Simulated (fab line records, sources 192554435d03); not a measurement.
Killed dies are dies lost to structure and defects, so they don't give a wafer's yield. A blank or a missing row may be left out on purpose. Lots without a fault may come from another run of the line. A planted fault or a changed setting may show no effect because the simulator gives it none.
Chamber matching | flow n5_finfet | N5_BEOL_M3_ETCH_77 on rie_diel-05: 4 sister chambers
The step etches underlayer in N2/H2, target depth 6.5 nm, time 5.2 s. 24 wafers are shown with their chamber, then 12 later ones without.

WAFERS WITH THEIR CHAMBER
wafer  | chamber | showerhead_plenum_p_Torr (Torr) | drypump_motor_current_A (A) | throttle_valve_pct (%)
L074.3 | 2       | 2.61                            | 5.6                         | 18.02
L074.4 | 1       | 2.42                            | 6.1                         | 17.52
L074.5 | 2       | 2.61                            | 5.6                         | 18.04
L076.1 | 2       | 2.61                            | 5.6                         | 18.02
L076.4 | 1       | 2.42                            | 6.1                         | 17.54
L076.6 | 3       | 2.64                            | 5.8                         | 18.05
L080.3 | 3       | 2.64                            | 5.8                         | 18.04
L080.4 | 1       | 2.41                            | 6.1                         | 17.54
L080.5 | 0       | 2.44                            | 5.5                         | 18.13
L081.1 | 2       | 2.60                            | 5.6                         | 18.05
L081.5 | 3       | 2.64                            | 5.8                         | 18.03
L081.6 | 0       | 2.44                            | 5.6                         | 18.09
L083.2 | 3       | 2.64                            | 5.8                         | 18.03
L083.5 | 2       | 2.60                            | 5.6                         | 18.07
L083.6 | 1       | 2.41                            | 6.1                         | 17.54
L084.1 | 1       | 2.41                            | 6.1                         | 17.59
L084.3 | 0       | 2.44                            | 5.6                         | 18.09
L084.4 | 3       | 2.64                            | 5.8                         | 18.05
L085.1 | 1       | 2.41                            | 6.1                         | 17.52
L085.4 | 3       | 2.64                            | 5.8                         | 18.05
L085.6 | 0       | 2.44                            | 5.5                         | 18.10
L086.1 | 0       | 2.43                            | 5.5                         | 18.12
L086.3 | 3       | 2.63                            | 5.8                         | 18.06
L086.5 | 1       | 2.41                            | 6.1                         | 17.57

SIGNATURES (means of the wafers above)
reading                  | chamber 0 | chamber 1 | chamber 2 | chamber 3 | scatter within a chamber
showerhead_plenum_p_Torr | 2.4380    | 2.4129    | 2.6060    | 2.6386    | 0.00463
drypump_motor_current_A  | 5.540     | 6.100     | 5.600     | 5.800     | 0.0245
throttle_valve_pct       | 18.1060   | 17.5457   | 18.0400   | 18.0443   | 0.0198
Rule: a wafer's distance from a chamber is the root of the sum, over the readings, of the square of ((its reading less the chamber's mean) divided by the reading's scatter). The wafer belongs to the nearest chamber; if the next one is less than 2 further off, it can't be placed. The scatter: the root of (the sum of the squares of (reading less its chamber's mean) over the shown wafers, divided by (wafers less chambers)).

WAFERS WITHOUT THEIR CHAMBER
wafer  | showerhead_plenum_p_Torr (Torr) | drypump_motor_current_A (A) | throttle_valve_pct (%)
L088.1 | 2.60                            | 5.6                         | 17.63
L088.3 | 2.40                            | 6.1                         | 17.57
L088.4 | 2.43                            | 5.5                         | 18.12
L090.1 | 2.40                            | 6.1                         | 17.58
L090.2 | 2.63                            | 5.8                         | 18.08
L090.5 | 2.43                            | 5.5                         | 18.15
L092.2 | 2.63                            | 5.8                         | 18.07
L092.3 | 2.40                            | 6.1                         | 17.58
L092.4 | 2.60                            | 5.6                         | 17.65
L096.1 | 2.59                            | 5.6                         | 17.64
L096.3 | 2.43                            | 5.5                         | 18.16
L096.5 | 2.63                            | 5.8                         | 18.09

WHICH CHAMBER EACH WENT THROUGH
wafer  | from the rows above | in truth
L088.1 | 2                   | 2
L088.3 | 1                   | 1
L088.4 | 0                   | 0
L090.1 | 1                   | 1
L090.2 | 3                   | 3
L090.5 | 0                   | 0
L092.2 | 3                   | 3
L092.3 | 1                   | 1
L092.4 | 2                   | 2
L096.1 | 2                   | 2
L096.3 | 0                   | 0
L096.5 | 3                   | 3
Placed correctly: 12 of 12. Can't be placed from these rows: 0. Placed wrongly: 0.
